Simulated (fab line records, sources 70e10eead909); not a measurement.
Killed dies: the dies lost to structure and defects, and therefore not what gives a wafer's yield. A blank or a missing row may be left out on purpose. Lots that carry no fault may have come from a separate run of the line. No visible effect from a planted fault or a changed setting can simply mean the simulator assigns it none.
Matching of chambers -- flow nand-harc -- NHARC_P_ZERO_WELL_ETCH_65 on rie-diel-13: 4 sister chambers
The step etches the open film in N2/H2, target depth 80 nm, overetch 24 nm, time 87.88 s. 8 wafers are shown with their chamber, then 7 later ones without.

WAFERS PAIRED WITH THEIR CHAMBERS
wafer,chamber,drypump-motor-current-A (A),showerhead-plenum-p-Torr (Torr)
L791.3,1,6.0,1.90
L792.5,2,6.1,2.07
L793.5,1,6.1,1.90
L801.3,2,6.1,2.06
L801.4,0,5.5,2.13
L801.5,3,5.2,2.10
L802.4,3,5.2,2.10
L802.5,0,5.5,2.13

WAFERS MISSING THEIR CHAMBER
wafer,drypump-motor-current-A (A),showerhead-plenum-p-Torr (Torr)
L802.6,6.1,1.89
L804.1,5.5,2.13
L804.4,6.0,2.05
L804.6,6.1,1.89
L807.1,5.5,2.13
L807.3,6.0,2.05
L807.4,5.2,2.10

THE CHAMBER EACH PASSED THROUGH
wafer,from the rows above,in truth
L802.6,1,1
L804.1,0,0
L804.4,2,2
L804.6,1,1
L807.1,0,0
L807.3,2,2
L807.4,3,3
Correct placement for 7 of the 7. Can't be placed from these rows: 0. Wrongly placed: 0.
How it was worked out, from the rows above alone: a wafer's distance from a chamber is the root of the sum, over the readings, of the square of ((its reading less the chamber's mean) divided by the reading's scatter). The wafer belongs to the nearest chamber; if the next one is less than 2 further off, it can't be placed. The mean given for a chamber averages the wafers shown for that chamber. The scatter is the square root of a quotient: the sum, over the shown wafers, of each reading's squared deviation from its chamber's mean, divided by wafers minus chambers.
